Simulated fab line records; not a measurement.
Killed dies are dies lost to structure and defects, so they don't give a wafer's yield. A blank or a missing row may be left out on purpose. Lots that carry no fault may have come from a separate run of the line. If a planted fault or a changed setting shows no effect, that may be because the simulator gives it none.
fab line records | flow n5_finfet | part 1 of 2: steps 1 to 26 of 34
record: lots: 5 | wafers: 15 | last_day: 18
route steps=1938 shown BEOL_M7@1316 BEOL_M8@1332
lots untouched by any fault: they come from a run of this same line in which no faults occurred
start_h: start of the lot's first displayed wafer, in hours after the record's first day | wait_h: hours since the lot's step before | " as in the row above | L1.1+2: several wafers, shown together as one row | - no value, or no start given | * or withheld: withheld | < > ~ a bound
route shown NAME@n: a module of which the file shows steps, and the number in the route of the first | usual: mean/standard deviation of fault-free wafers | same: alike in all rows | chamber/n: place in a boat | sites: the reading at each site | _std_site: standard deviation of those values | _edge_site: inner sites' mean taken away from outer sites' mean | radius_mm: how far each site lies from the wafer's centre | mask NAME#n: copy n | behind: the tool/chamber that last shaped the wafer | hold: cause of the lot's hold/its duration in hours/its outcome | device: which transistor (n, p or np) failed to switch | end of line: the route-end tests of the same wafers | where a step has no rows: the recipe by itself | killed: dies that structure and defects cost at the first sort, which is not the same as the wafer's yield | map: per-die view of a wafer (x killed, . not killed, _ where there is no die)
set.NAME: the run value of the setting; set.NAME@STEP: its run value at that earlier step | model.NAME: the simulator's own value behind a step, which no gauge read
lots at some steps of the route; a table a step, a row a wafer
services: a tool's chamber out of use, with start hour (start_h, from the record's first day; less than 0 if before it), hours out, and reason
== steps ==
step: N5_BEOL_M7_CD_MEAS_35
recipe: target_cd_nm: 40 | polarity: opening
usual: cd_nm: 39.7/0.55
lot.wafer | tool      | chamber | start_h | wait_h | cd_nm
L078.1    | cd_sem-03 | -       | 306.25  | 0.0    | 39.9
L078.3    | "         | -       | "       | "      | 39.9
L078.5    | "         | -       | "       | "      | 39.7
L083.1    | cd_sem-03 | -       | 311.86  | 0.0    | 39.9
L083.5    | "         | -       | "       | "      | 39.2
L083.6    | "         | -       | "       | "      | 39.8
L089.1    | cd_sem-03 | -       | 346.35  | 0.0    | 38.9
L089.3    | "         | -       | "       | "      | 39.5
L089.5    | "         | -       | "       | "      | 39.5
L087.1    | cd_sem-01 | -       | 350.15  | 0.0    | 39.6
L087.4    | "         | -       | "       | "      | 39.8
L087.6    | "         | -       | "       | "      | 40.0
L091.3    | cd_sem-02 | -       | 350.43  | 0.0    | 38.7
L091.5    | "         | -       | "       | "      | 39.8
L091.6    | "         | -       | "       | "      | 39.4
step: N5_BEOL_M7_CURE_75
recipe: temp_c: 370 | time_s: 120 | ambient: DMADMS/He | material: SiCOH_lowk
usual: lamp_power_pct: 52.32/0.052 | wafer_temp_C_max: 372.0/0.74
lot.wafer | tool       | chamber | start_h | wait_h | lamp_power_pct | wafer_temp_C_max
L078.1    | uv_cure-02 | 1       | 306.31  | 0.1    | 52.34          | 371.7
L078.3    | "          | 1       | "       | "      | 52.40          | 371.9
L078.5    | "          | 1       | "       | "      | 52.29          | 371.8
L083.1    | uv_cure-03 | 0       | 311.91  | 0.0    | 52.35          | 371.9
L083.5    | "          | 0       | "       | "      | 52.23          | 372.1
L083.6    | "          | 0       | "       | "      | 52.31          | 371.4
L089.1    | uv_cure-01 | 2       | 346.57  | 0.2    | 52.34          | 372.4
L089.3    | "          | 2       | "       | "      | 52.32          | 372.4
L089.5    | "          | 2       | "       | "      | 52.30          | 372.8
L087.1    | uv_cure-02 | 1       | 350.65  | 0.5    | 52.34          | 371.8
L087.4    | "          | 1       | "       | "      | 52.35          | 371.9
L087.6    | "          | 1       | "       | "      | 52.31          | 371.7
L091.3    | uv_cure-02 | 0       | 351.35  | 0.9    | 52.38          | 371.3
L091.5    | "          | 0       | "       | "      | 52.26          | 371.4
L091.6    | "          | 0       | "       | "      | 52.28          | 371.3
step: N5_BEOL_M7_DEGAS_44
recipe: ambient: vacuum | temp_c: 250 | time_s: 60
usual: heater_power_w: 334/33
lot.wafer | tool           | chamber | start_h | wait_h | heater_power_w
L078.1    | pvd_sputter-03 | -       | 308.00  | 1.6    | 331
L078.3    | "              | -       | "       | "      | 294
L078.5    | "              | -       | "       | "      | 322
L083.1    | pvd_sputter-01 | -       | 312.26  | 0.3    | 320
L083.5    | "              | -       | "       | "      | 315
L083.6    | "              | -       | "       | "      | 337
L089.1    | pvd_sputter-01 | -       | 347.07  | 0.4    | 338
L089.3    | "              | -       | "       | "      | 320
L089.5    | "              | -       | "       | "      | 337
L087.1    | pvd_sputter-03 | -       | 350.98  | 0.3    | 319
L087.4    | "              | -       | "       | "      | 309
L087.6    | "              | -       | "       | "      | 297
L091.3    | pvd_sputter-02 | -       | 351.77  | 0.4    | 322
L091.5    | "              | -       | "       | "      | 390
L091.6    | "              | -       | "       | "      | 412
step: N5_BEOL_M7_PRE_CLEAN_45
recipe: gas: H2/He | time_s: 30 | temp_c: 250
usual: heater_power_w: 334/32
lot.wafer | tool           | chamber | start_h | wait_h | heater_power_w
L078.1    | pvd_sputter-03 | -       | 308.04  | 0.0    | 322
L078.3    | "              | -       | "       | "      | 299
L078.5    | "              | -       | "       | "      | 329
L083.1    | pvd_sputter-01 | -       | 312.30  | 0.0    | 330
L083.5    | "              | -       | "       | "      | 323
L083.6    | "              | -       | "       | "      | 331
L089.1    | pvd_sputter-01 | -       | 347.11  | 0.0    | 330
L089.3    | "              | -       | "       | "      | 319
L089.5    | "              | -       | "       | "      | 332
L087.1    | pvd_sputter-03 | -       | 351.02  | 0.0    | 307
L087.4    | "              | -       | "       | "      | 299
L087.6    | "              | -       | "       | "      | 296
L091.3    | pvd_sputter-02 | -       | 351.81  | 0.0    | 313
L091.5    | "              | -       | "       | "      | 382
L091.6    | "              | -       | "       | "      | 419
step: N5_BEOL_M7_ALD_77
recipe: material: TaN | target_thk_a: 20 | temp_c: 275 | ald_precursor_family: PDMAT | ald_co_reactant: NH3 | pressure_torr: 3 | carrier_flow_sccm: 1500 | pulse_time_s: 2 | purge_time_s: 3 | co_reactant_purge_time_s: 2 | co_reactant_pulse_time_s: 3 | ald_cycles: 40 | precursor_vessel_temp_c: 75 | precursor_vessel_pressure_torr: 26.25 | precursor_vessel_carrier_sccm: 1000
usual: heater_power_w: 408/40
lot.wafer | tool         | chamber | start_h | wait_h | heater_power_w
L078.1    | ald_metal-04 | 3       | 308.10  | 0.0    | 490
L078.3    | "            | 2       | "       | "      | 427
L078.5    | "            | 2       | "       | "      | 419
L083.1    | ald_metal-01 | 0       | 312.36  | 0.0    | 412
L083.5    | "            | 2       | "       | "      | 387
L083.6    | "            | 1       | "       | "      | 373
L089.1    | ald_metal-02 | 0       | 347.17  | 0.0    | 469
L089.3    | "            | 1       | "       | "      | 396
L089.5    | "            | 3       | "       | "      | 480
L087.1    | ald_metal-01 | 1       | 351.09  | 0.1    | 374
L087.4    | "            | 0       | "       | "      | 412
L087.6    | "            | 0       | "       | "      | 396
L091.3    | ald_metal-01 | 2       | 351.96  | 0.1    | 399
L091.5    | "            | 0       | "       | "      | 403
L091.6    | "            | 3       | "       | "      | 361
step: N5_BEOL_M7_SURFACE_TREAT_79
recipe: gas: Ar | time_s: * | ion_energy_ev: * | ion_current_ma_cm2: 0.5 | pressure_mtorr: * | ar_flow_sccm: 30
usual: throttle_valve_pct: *
lot.wafer | tool           | chamber | start_h | wait_h | throttle_valve_pct
L078.1    | pvd_sputter-03 | -       | 308.40  | 0.2    | *
L078.3    | "              | -       | "       | "      | *
L078.5    | "              | -       | "       | "      | *
L083.1    | pvd_sputter-02 | -       | 312.74  | 0.3    | *
L083.5    | "              | -       | "       | "      | *
L083.6    | "              | -       | "       | "      | *
L089.1    | pvd_sputter-02 | -       | 347.50  | 0.2    | *
L089.3    | "              | -       | "       | "      | *
L089.5    | "              | -       | "       | "      | *
L087.1    | pvd_sputter-02 | -       | 351.61  | 0.4    | *
L087.4    | "              | -       | "       | "      | *
L087.6    | "              | -       | "       | "      | *
L091.3    | pvd_sputter-02 | -       | 352.41  | 0.3    | *
L091.5    | "              | -       | "       | "      | *
L091.6    | "              | -       | "       | "      | *
step: N5_BEOL_M7_CVD_78
recipe: material: Co | target_thk_a: 20 | temp_c: withheld | precursor: CCTBA/H2 | pressure_torr: 30 | time_s: 142.3
lot.wafer  | tool      | chamber | start_h | wait_h
L078.1+3+5 | cvd_co-01 | 1,0,2   | 308.46  | 0.0
L083.1+5+6 | cvd_co-02 | 1,0,1   | 313.03  | 0.3
L089.1+3+5 | cvd_co-01 | 1,2,1   | 347.56  | 0.0
L087.1+4+6 | cvd_co-01 | 2,1,2   | 351.67  | 0.0
L091.3+5+6 | cvd_co-01 | 1,2,1   | 352.54  | 0.1
step: N5_BEOL_M7_SPUTTER_48
recipe: material: Cu | target_thk_a: 100 | temp_c: -20 | bias_v: 60 | power_w: 26000 | chamber_pressure_pa: 0.13 | time_s: 1.667
usual: substrate_temp_c: -19.99/0.1 | throttle_valve_pct: 30.4/0.75
lot.wafer | tool           | chamber | start_h | wait_h | substrate_temp_c | throttle_valve_pct
L078.1    | pvd_sputter-03 | -       | 308.58  | 0.1    | -19.95           | 31.9
L078.3    | "              | -       | "       | "      | -19.94           | 29.5
L078.5    | "              | -       | "       | "      | -20.01           | 31.9
L083.1    | pvd_sputter-01 | -       | 314.30  | 1.2    | -19.83           | 30.9
L083.5    | "              | -       | "       | "      | -20.07           | 30.6
L083.6    | "              | -       | "       | "      | -20.00           | 30.3
L089.1    | pvd_sputter-02 | -       | 347.72  | 0.1    | -19.98           | 30.3
L089.3    | "              | -       | "       | "      | -19.96           | 29.4
L089.5    | "              | -       | "       | "      | -19.85           | 30.2
L087.1    | pvd_sputter-02 | -       | 351.85  | 0.1    | -20.12           | 29.9
L087.4    | "              | -       | "       | "      | -20.06           | 30.1
L087.6    | "              | -       | "       | "      | -19.78           | 29.4
L091.3    | pvd_sputter-02 | -       | 352.71  | 0.1    | -19.89           | 29.8
L091.5    | "              | -       | "       | "      | -20.05           | 30.5
L091.6    | "              | -       | "       | "      | -19.95           | 30.1
step: N5_BEOL_M7_ECD_50
recipe: material: Cu | target_thk_a: 3000
lot.wafer  | tool      | chamber | start_h | wait_h
L078.1+3+5 | ecd_cu-02 | 0,0,1   | 308.70  | 0.1
L083.1+5+6 | ecd_cu-02 | 1,0,1   | 314.52  | 0.2
L089.1+3+5 | ecd_cu-02 | 0,1,0   | 347.84  | 0.1
L087.1+4+6 | ecd_cu-02 | 1,0,0   | 351.97  | 0.1
L091.3+5+6 | ecd_cu-01 | 0,0,1   | 352.85  | 0.1
step: N5_BEOL_M7_ANNEAL_51
recipe: temp_c: 225 | time_s: 90 | ambient: N2
usual: wafer_temp_C_max: 225.92/0.22
lot.wafer | tool          | chamber | start_h | wait_h | wafer_temp_C_max
L078.1    | rtp_anneal-02 | 0       | 308.79  | 0.1    | 226.15
L078.3    | "             | 0       | "       | "      | 225.83
L078.5    | "             | 0       | "       | "      | 226.30
L083.1    | rtp_anneal-01 | 0       | 314.87  | 0.3    | 225.82
L083.5    | "             | 0       | "       | "      | 225.71
L083.6    | "             | 0       | "       | "      | 226.22
L089.1    | rtp_anneal-01 | 0       | 348.18  | 0.3    | 225.99
L089.3    | "             | 0       | "       | "      | 226.15
L089.5    | "             | 0       | "       | "      | 226.34
L087.1    | rtp_anneal-02 | 0       | 352.06  | 0.1    | 225.58
L087.4    | "             | 0       | "       | "      | 225.97
L087.6    | "             | 0       | "       | "      | 225.67
L091.3    | rtp_anneal-02 | 0       | 353.01  | 0.1    | 225.69
L091.5    | "             | 0       | "       | "      | 226.02
L091.6    | "             | 0       | "       | "      | 225.71
step: N5_BEOL_M7_CMP_52
recipe: stop_on: SiCOH_lowk | t_overpolish_s: 6.9 | down_force_psi: 1 | platen_rpm: 50 | clearing_platen_down_force_psi: 1.5 | clearing_platen_rpm: 50 | post_cmp_clean: cu_alkaline | target_thk_nm: 80 | clearing_platen_pad_velocity_m_s: 0.99484 | pad_velocity_m_s: 0.99484
usual: barrier_field_endpoint_s: 29.2/1 | motor_current_A: 6.1/0.39 | overpolish_run_s: 6.901/0.0091 | time_to_endpoint_s: 63/4.8
lot.wafer | tool   | chamber | start_h | wait_h | barrier_field_endpoint_s | motor_current_A | overpolish_run_s | time_to_endpoint_s
L078.3    | cmp-04 | 0       | 309.09  | 0.2    | 29.7                     | 6.8             | 6.899            | 64
L078.1    | "      | 1       | "       | "      | 27.8                     | 6.4             | 6.893            | 52
L078.5    | "      | 0       | "       | "      | 29.5                     | 6.6             | 6.916            | 62
L083.1    | cmp-02 | 3       | 315.20  | 0.3    | 28.9                     | 6.2             | 6.899            | 61
L083.5    | "      | 2       | "       | "      | 28.1                     | 6.4             | 6.900            | 59
L083.6    | "      | 3       | "       | "      | 27.7                     | 6.0             | 6.896            | 62
L089.1    | cmp-02 | 1       | 348.48  | 0.3    | 28.7                     | 6.9             | 6.906            | 65
L089.3    | "      | 0       | "       | "      | 29.1                     | 6.6             | 6.907            | 68
L089.5    | "      | 2       | "       | "      | 28.3                     | 6.3             | 6.886            | 60
L087.4    | cmp-02 | 1       | 352.45  | 0.2    | 29.2                     | 6.8             | 6.900            | 62
L087.1    | "      | 2       | "       | "      | 29.5                     | 6.4             | 6.899            | 63
L087.6    | "      | 0       | "       | "      | 31.4                     | 6.4             | 6.914            | 67
L091.3    | cmp-02 | 3       | 353.26  | 0.2    | 28.7                     | 6.0             | 6.903            | 62
L091.5    | "      | 2       | "       | "      | 28.7                     | 6.5             | 6.897            | 60
L091.6    | "      | 3       | "       | "      | 29.9                     | 6.0             | 6.910            | 65
step: N5_BEOL_M7_THK_MEAS_53
recipe: thk_meas_gauge: xrf | reads: Cu_of_BEOL_M7_ECD_50
usual: M7_THK: 83/3.1
lot.wafer | tool          | chamber | start_h | wait_h | M7_THK[nm]
L078.1    | film_metro-01 | -       | 309.38  | -      | 80
L078.3    | "             | -       | "       | "      | 92
L078.5    | "             | -       | "       | "      | 85
L083.1    | film_metro-02 | -       | 315.46  | -      | 82
L083.5    | "             | -       | "       | "      | 89
L083.6    | "             | -       | "       | "      | 80
L089.1    | film_metro-01 | -       | 348.77  | -      | 79
L089.3    | "             | -       | "       | "      | 83
L089.5    | "             | -       | "       | "      | 81
L087.1    | film_metro-02 | -       | 352.66  | -      | 82
L087.4    | "             | -       | "       | "      | 80
L087.6    | "             | -       | "       | "      | 80
L091.3    | film_metro-01 | -       | 353.53  | 0.2    | 81
L091.5    | "             | -       | "       | "      | 88
L091.6    | "             | -       | "       | "      | 82
step: N5_BEOL_M7_PRE_CLEAN_55
recipe: gas: NH3 | time_s: 15 | temp_c: withheld | rf_power_w: 300
usual: rf_fwd_power_W: 294.3/1.6
lot.wafer | tool     | chamber | start_h | wait_h | rf_fwd_power_W
L078.1    | pecvd-03 | 1       | 309.42  | 0.0    | 295.6
L078.3    | "        | 2       | "       | "      | 294.8
L078.5    | "        | 0       | "       | "      | 293.2
L083.1    | pecvd-01 | 0       | 315.50  | 0.0    | 294.9
L083.5    | "        | 1       | "       | "      | 292.2
L083.6    | "        | 2       | "       | "      | 294.6
L089.1    | pecvd-03 | 0       | 348.81  | 0.0    | 294.5
L089.3    | "        | 2       | "       | "      | 294.4
L089.5    | "        | 1       | "       | "      | 298.8
L087.1    | pecvd-01 | 2       | 352.74  | 0.1    | 293.6
L087.4    | "        | 2       | "       | "      | 294.2
L087.6    | "        | 0       | "       | "      | 294.8
L091.3    | pecvd-03 | 0       | 353.57  | 0.0    | 293.0
L091.5    | "        | 1       | "       | "      | 295.7
L091.6    | "        | 0       | "       | "      | 291.6
step: N5_BEOL_M7_DEP_56
recipe: material: SiCN | target_thk_a: 100 | temp_c: withheld | precursor: 3MS/NH3 | pressure_torr: 3 | rf_w: 202 | time_s: 17.5
usual: rf_fwd_power_W: 199.4/0.97 | showerhead_plenum_p_Torr: 3.659/0.014 | throttle_valve_pct: 9.1/0.61
lot.wafer | tool     | chamber | start_h | wait_h | rf_fwd_power_W | showerhead_plenum_p_Torr | throttle_valve_pct
L078.1    | pecvd-03 | 1       | 309.44  | 0.0    | 200.2          | 3.667                    | 9.5
L078.3    | "        | 2       | "       | "      | 199.8          | 3.643                    | 8.2
L078.5    | "        | 0       | "       | "      | 198.2          | 3.664                    | 9.2
L083.1    | pecvd-01 | 0       | 315.52  | 0.0    | 199.6          | 3.637                    | 9.4
L083.5    | "        | 1       | "       | "      | 198.0          | 3.679                    | 9.2
L083.6    | "        | 2       | "       | "      | 199.6          | 3.638                    | 8.8
L089.1    | pecvd-03 | 0       | 348.83  | 0.0    | 198.8          | 3.672                    | 9.1
L089.3    | "        | 2       | "       | "      | 199.8          | 3.645                    | 7.9
L089.5    | "        | 1       | "       | "      | 201.1          | 3.669                    | 9.8
L087.1    | pecvd-01 | 2       | 352.76  | 0.0    | 199.0          | 3.631                    | 8.7
L087.4    | "        | 2       | "       | "      | 198.5          | 3.637                    | 8.7
L087.6    | "        | 0       | "       | "      | 200.7          | 3.632                    | 9.8
L091.3    | pecvd-03 | 0       | 353.59  | 0.0    | 198.6          | 3.667                    | 8.9
L091.5    | "        | 1       | "       | "      | 200.0          | 3.672                    | 9.4
L091.6    | "        | 0       | "       | "      | 197.9          | 3.660                    | 9.4
step: N5_BEOL_M7_RS_MEAS_57
recipe: thk_meas_gauge: four-point-probe | reads: Cu_of_BEOL_M7_ECD_50+Co_of_BEOL_M7_CVD_78+TaN_of_BEOL_M7_ALD_77
usual: M7_RS: 0.281/0.011
lot.wafer | tool          | chamber | start_h | wait_h | M7_RS[ohm/sq]
L078.1    | film_metro-02 | -       | 309.51  | 0.1    | 0.291
L078.3    | "             | -       | "       | "      | 0.248
L078.5    | "             | -       | "       | "      | 0.271
L083.1    | film_metro-02 | -       | 315.59  | 0.1    | 0.285
L083.5    | "             | -       | "       | "      | 0.260
L083.6    | "             | -       | "       | "      | 0.293
L089.1    | film_metro-02 | -       | 348.90  | 0.1    | 0.298
L089.3    | "             | -       | "       | "      | 0.280
L089.5    | "             | -       | "       | "      | 0.288
L087.1    | film_metro-01 | -       | 352.85  | 0.1    | 0.283
L087.4    | "             | -       | "       | "      | 0.291
L087.6    | "             | -       | "       | "      | 0.288
L091.3    | film_metro-02 | -       | 353.66  | 0.1    | 0.289
L091.5    | "             | -       | "       | "      | 0.263
L091.6    | "             | -       | "       | "      | 0.282
step: N5_BEOL_M7_INSPECT_58
recipe: inspect_instrument: darkfield | mode: post_dep
usual: raw_defect_count: 69/23
lot.wafer | tool              | chamber | start_h | wait_h | raw_defect_count
L078.1    | defect_inspect-02 | -       | 309.54  | 0.0    | 62
L078.3    | "                 | -       | "       | "      | 42
L078.5    | "                 | -       | "       | "      | 89
L083.1    | defect_inspect-02 | -       | 315.62  | 0.0    | 34
L083.5    | "                 | -       | "       | "      | 52
L083.6    | "                 | -       | "       | "      | 52
L089.1    | defect_inspect-01 | -       | 348.93  | 0.0    | 102
L089.3    | "                 | -       | "       | "      | 76
L089.5    | "                 | -       | "       | "      | 67
L087.1    | defect_inspect-01 | -       | 352.87  | 0.0    | 58
L087.4    | "                 | -       | "       | "      | 53
L087.6    | "                 | -       | "       | "      | 67
L091.3    | defect_inspect-01 | -       | 353.69  | 0.0    | 87
L091.5    | "                 | -       | "       | "      | 57
L091.6    | "                 | -       | "       | "      | 62
step: N5_BEOL_M8_ILD_DEP_00
recipe: material: SiCOH_lowk | target_thk_a: 1797.5 | temp_c: 300 | precursor: DEMS/porogen | pressure_torr: 5 | rf_w: 500 | time_s: 33.4
usual: heater_power_w: 324/50 | rf_fwd_power_W: 494.6/2.2 | showerhead_plenum_p_Torr: 5.732/0.018 | throttle_valve_pct: 13.8/0.75
lot.wafer | tool     | chamber | start_h | wait_h | heater_power_w | rf_fwd_power_W | showerhead_plenum_p_Torr | throttle_valve_pct
L078.1    | pecvd-02 | 0       | 309.57  | 0.0    | 278            | 495.2          | 5.715                    | 13.6
L078.3    | "        | 2       | "       | "      | 198            | 495.0          | 5.726                    | 12.6
L078.5    | "        | 2       | "       | "      | 198            | 494.3          | 5.752                    | 12.7
L083.1    | pecvd-03 | 1       | 315.66  | 0.0    | 295            | 496.9          | 5.742                    | 14.8
L083.5    | "        | 1       | "       | "      | 294            | 497.1          | 5.743                    | 14.9
L083.6    | "        | 0       | "       | "      | 323            | 492.1          | 5.752                    | 13.6
L089.1    | pecvd-02 | 0       | 348.96  | 0.0    | 296            | 496.4          | 5.734                    | 13.7
L089.3    | "        | 2       | "       | "      | 222            | 495.6          | 5.744                    | 12.4
L089.5    | "        | 1       | "       | "      | 363            | 494.1          | 5.736                    | 14.4
L087.1    | pecvd-01 | 1       | 352.91  | 0.0    | 363            | 492.2          | 5.760                    | 14.0
L087.4    | "        | 2       | "       | "      | 328            | 494.4          | 5.703                    | 13.5
L087.6    | "        | 0       | "       | "      | 343            | 495.7          | 5.717                    | 14.5
L091.3    | pecvd-02 | 1       | 353.72  | 0.0    | 344            | 494.8          | 5.752                    | 14.3
L091.5    | "        | 2       | "       | "      | 189            | 493.2          | 5.732                    | 12.5
L091.6    | "        | 0       | "       | "      | 277            | 499.2          | 5.716                    | 13.5
step: N5_BEOL_M8_CURE_74
recipe: temp_c: 385 | time_s: 240 | ambient: He/Ar | material: SiCOH_lowk
usual: lamp_power_pct: 52.32/0.056 | wafer_temp_C_max: 387.0/0.69
lot.wafer | tool       | chamber | start_h | wait_h | lamp_power_pct | wafer_temp_C_max
L078.1    | uv_cure-01 | 2       | 309.64  | 0.0    | 52.31          | 390.0
L078.3    | "          | 2       | "       | "      | 52.24          | 388.7
L078.5    | "          | 2       | "       | "      | 52.29          | 389.5
L083.1    | uv_cure-03 | 0       | 315.72  | 0.0    | 52.31          | 386.4
L083.5    | "          | 0       | "       | "      | 52.30          | 386.3
L083.6    | "          | 0       | "       | "      | 52.25          | 387.4
L089.1    | uv_cure-03 | 2       | 349.47  | 0.5    | 52.38          | 386.4
L089.3    | "          | 2       | "       | "      | 52.32          | 386.4
L089.5    | "          | 2       | "       | "      | 52.25          | 386.3
L087.1    | uv_cure-01 | 0       | 353.28  | 0.4    | 52.45          | 386.3
L087.4    | "          | 0       | "       | "      | 52.29          | 387.3
L087.6    | "          | 0       | "       | "      | 52.21          | 388.2
L091.3    | uv_cure-01 | 1       | 353.95  | 0.2    | 52.38          | 386.9
L091.5    | "          | 1       | "       | "      | 52.32          | 387.4
L091.6    | "          | 1       | "       | "      | 52.28          | 388.0
step: N5_BEOL_M8_THK_MEAS_01
recipe: reads: SiCOH_lowk_of_BEOL_M8_ILD_DEP_00
usual: M8_ILD_THK: 154.9/2
lot.wafer | tool          | chamber | start_h | wait_h | M8_ILD_THK[nm]
L078.1    | film_metro-02 | -       | 310.15  | 0.4    | 153.5
L078.3    | "             | -       | "       | "      | 154.4
L078.5    | "             | -       | "       | "      | 158.2
L083.1    | film_metro-02 | -       | 316.23  | 0.4    | 152.9
L083.5    | "             | -       | "       | "      | 155.3
L083.6    | "             | -       | "       | "      | 154.2
L089.1    | film_metro-02 | -       | 350.46  | 0.8    | 149.3
L089.3    | "             | -       | "       | "      | 153.8
L089.5    | "             | -       | "       | "      | 155.5
L087.1    | film_metro-02 | -       | 353.80  | 0.4    | 155.3
L087.4    | "             | -       | "       | "      | 155.7
L087.6    | "             | -       | "       | "      | 157.7
L091.3    | film_metro-01 | -       | 354.30  | 0.3    | 155.5
L091.5    | "             | -       | "       | "      | 158.9
L091.6    | "             | -       | "       | "      | 155.1
step: N5_BEOL_M8_PECVD_70
recipe: material: SiO2 | target_thk_a: 200 | temp_c: 400 | precursor: TEOS/O2 | pressure_torr: 5.5 | rf_w: 450 | teos_flow_sccm: 53.8 | gas: O2 | flow_sccm: 3000 | time_s: 22.7
usual: heater_power_w: 732/86 | rf_fwd_power_W: 444.5/2.1 | showerhead_plenum_p_Torr: 8.75/0.065 | throttle_valve_pct: 22.2/1.3
lot.wafer | tool     | chamber | start_h | wait_h | heater_power_w | rf_fwd_power_W | showerhead_plenum_p_Torr | throttle_valve_pct
L078.1    | pecvd-03 | 1       | 310.19  | 0.0    | 716            | 444.4          | 8.83                     | 23.9
L078.3    | "        | 2       | "       | "      | 813            | 442.5          | 8.68                     | 20.3
L078.5    | "        | 0       | "       | "      | 757            | 442.3          | 8.80                     | 22.4
L083.1    | pecvd-03 | 2       | 316.27  | 0.0    | 696            | 443.3          | 8.68                     | 20.0
L083.5    | "        | 1       | "       | "      | 695            | 445.0          | 8.81                     | 23.6
L083.6    | "        | 2       | "       | "      | 693            | 443.5          | 8.70                     | 20.2
L089.1    | pecvd-03 | 2       | 350.50  | 0.0    | 840            | 443.6          | 8.68                     | 20.1
L089.3    | "        | 1       | "       | "      | 662            | 447.6          | 8.79                     | 23.7
L089.5    | "        | 2       | "       | "      | 811            | 444.4          | 8.68                     | 20.0
L087.1    | pecvd-03 | 0       | 353.83  | 0.0    | 775            | 441.5          | 8.80                     | 22.4
L087.4    | "        | 0       | "       | "      | 769            | 441.9          | 8.79                     | 22.6
L087.6    | "        | 1       | "       | "      | 683            | 447.3          | 8.79                     | 23.6
L091.3    | pecvd-03 | 2       | 354.34  | 0.0    | 829            | 445.7          | 8.67                     | 19.9
L091.5    | "        | 2       | "       | "      | 830            | 443.6          | 8.70                     | 20.0
L091.6    | "        | 1       | "       | "      | 702            | 445.3          | 8.80                     | 23.9
step: N5_BEOL_M8_HM_DEP_02
recipe: material: TiN | target_thk_a: 200 | temp_c: 25 | chamber_pressure_pa: 0.49996
usual: substrate_temp_c: 25.02/0.11 | throttle_valve_pct: 30.4/0.64
lot.wafer | tool           | chamber | start_h | wait_h | substrate_temp_c | throttle_valve_pct
L078.1    | pvd_sputter-01 | -       | 311.52  | 1.3    | 24.92            | 30.2
L078.3    | "              | -       | "       | "      | 24.99            | 30.3
L078.5    | "              | -       | "       | "      | 24.99            | 31.0
L083.1    | pvd_sputter-03 | -       | 317.19  | 0.9    | 24.85            | 29.2
L083.5    | "              | -       | "       | "      | 25.10            | 30.6
L083.6    | "              | -       | "       | "      | 24.91            | 30.2
L089.1    | pvd_sputter-01 | -       | 351.08  | 0.6    | 25.20            | 31.0
L089.3    | "              | -       | "       | "      | 24.77            | 30.0
L089.5    | "              | -       | "       | "      | 25.07            | 30.3
L087.1    | pvd_sputter-03 | -       | 354.36  | 0.5    | 25.05            | 30.0
L087.4    | "              | -       | "       | "      | 25.22            | 31.8
L087.6    | "              | -       | "       | "      | 25.03            | 30.2
L091.3    | pvd_sputter-03 | -       | 356.68  | 2.3    | 24.83            | 30.8
L091.5    | "              | -       | "       | "      | 24.97            | 30.6
L091.6    | "              | -       | "       | "      | 25.09            | 30.2
step: N5_BEOL_M8_COAT_59
recipe: resist: SOC | temp_c: 250 | time_s: 60 | spin_rpm: 1500 | resist_thk_nm: 100
lot.wafer  | tool           | chamber | start_h | wait_h
L078.1+3+5 | litho_track-02 | 0       | 311.64  | 0.1
L083.1+5+6 | litho_track-02 | 0       | 317.32  | 0.1
L089.1+3+5 | litho_track-02 | 0       | 351.21  | 0.1
L087.1+4+6 | litho_track-01 | 0       | 354.48  | 0.1
L091.3+5+6 | litho_track-02 | 0       | 356.80  | 0.1
step: N5_BEOL_M8_COAT_60
recipe: resist: SiARC | temp_c: 220 | time_s: 60 | spin_rpm: 1500 | resist_thk_nm: 35
lot.wafer  | tool           | chamber | start_h | wait_h
L078.1+3+5 | litho_track-02 | 0       | -       | -
L083.1+5+6 | litho_track-02 | 0       | -       | -
L089.1+3+5 | litho_track-02 | 0       | -       | -
L087.1+4+6 | litho_track-01 | 0       | -       | -
L091.3+5+6 | litho_track-02 | 0       | -       | -
step: N5_BEOL_M8_COAT_05
recipe: resist: CAR-ArF | spin_rpm: 1500 | resist_thk_nm: 90
lot.wafer  | tool           | chamber | start_h | wait_h
L078.1+3+5 | litho_track-02 | 0       | -       | -
L083.1+5+6 | litho_track-02 | 0       | -       | -
L089.1+3+5 | litho_track-02 | 0       | -       | -
L087.1+4+6 | litho_track-01 | 0       | -       | -
L091.3+5+6 | litho_track-02 | 0       | -       | -
step: N5_BEOL_M8_EBR_07
recipe: solvent: PGMEA | ebr_width_mm: 1.5
lot.wafer  | tool           | chamber | start_h | wait_h
L078.1+3+5 | litho_track-02 | 0       | -       | -
L083.1+5+6 | litho_track-02 | 0       | -       | -
L089.1+3+5 | litho_track-02 | 0       | -       | -
L087.1+4+6 | litho_track-01 | 0       | -       | -
L091.3+5+6 | litho_track-02 | 0       | -       | -
step: N5_BEOL_M8_SOFTBAKE_06
recipe: temp_c: 110 | time_s: 60 | resist: CAR-ArF
lot.wafer  | tool           | chamber | start_h | wait_h
L078.1+3+5 | litho_track-02 | 0       | -       | -
L083.1+5+6 | litho_track-02 | 0       | -       | -
L089.1+3+5 | litho_track-02 | 0       | -       | -
L087.1+4+6 | litho_track-01 | 0       | -       | -
L091.3+5+6 | litho_track-02 | 0       | -       | -
